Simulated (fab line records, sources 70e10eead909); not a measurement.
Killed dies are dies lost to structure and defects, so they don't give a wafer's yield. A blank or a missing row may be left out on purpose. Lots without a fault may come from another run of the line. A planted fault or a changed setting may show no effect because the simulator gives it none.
Chamber matching | flow nand_harc | NHARC_P_CONTACT_CMP_24 on cmp-02: 4 sister chambers
The step polishes, t overpolish 30 s, target thk 200 nm. 4 wafers are shown with their chamber, then 11 later ones without.

WAFERS WITH THEIR CHAMBER
wafer  | chamber | motor_current_A (A)
L080.5 | 0       | 9.9
L083.3 | 2       | 11.9
L083.4 | 1       | 14.6
L083.1 | 3       | 10.5

WAFERS WITHOUT THEIR CHAMBER
wafer  | motor_current_A (A)
L083.2 | 9.9
L083.6 | 12.3
L088.1 | 13.6
L088.3 | 12.4
L088.4 | 9.9
L090.1 | 12.5
L090.3 | 9.7
L090.4 | 13.0
L093.1 | 9.5
L093.3 | 13.7
L093.5 | 12.1

WHICH CHAMBER EACH WENT THROUGH
wafer  | from the rows above     | in truth
L083.2 | can't be placed: 0 or 3 | 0
L083.6 | 2                       | 2
L088.1 | can't be placed: 1 or 2 | 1
L088.3 | 2                       | 2
L088.4 | can't be placed: 0 or 3 | 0
L090.1 | 2                       | 2
L090.3 | can't be placed: 0 or 3 | 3
L090.4 | can't be placed: 2 or 1 | 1
L093.1 | can't be placed: 0 or 3 | 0
L093.3 | can't be placed: 1 or 2 | 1
L093.5 | 2                       | 2
Placed correctly: 4 of 11. Can't be placed from these rows: 7 (the true chamber is among the candidates in 7). Placed wrongly: 0.
How it was worked out, from the rows above alone: a wafer's distance from a chamber is the root of the sum, over the readings, of the square of ((its reading less the chamber's mean) divided by the reading's scatter). The wafer belongs to the nearest chamber; if the next one is less than 2 further off, it can't be placed. A chamber's mean is the mean of its shown wafers. The scatter: with one shown wafer a chamber, the root of the mean of the squares of how far each hidden wafer lies from its nearest shown one.
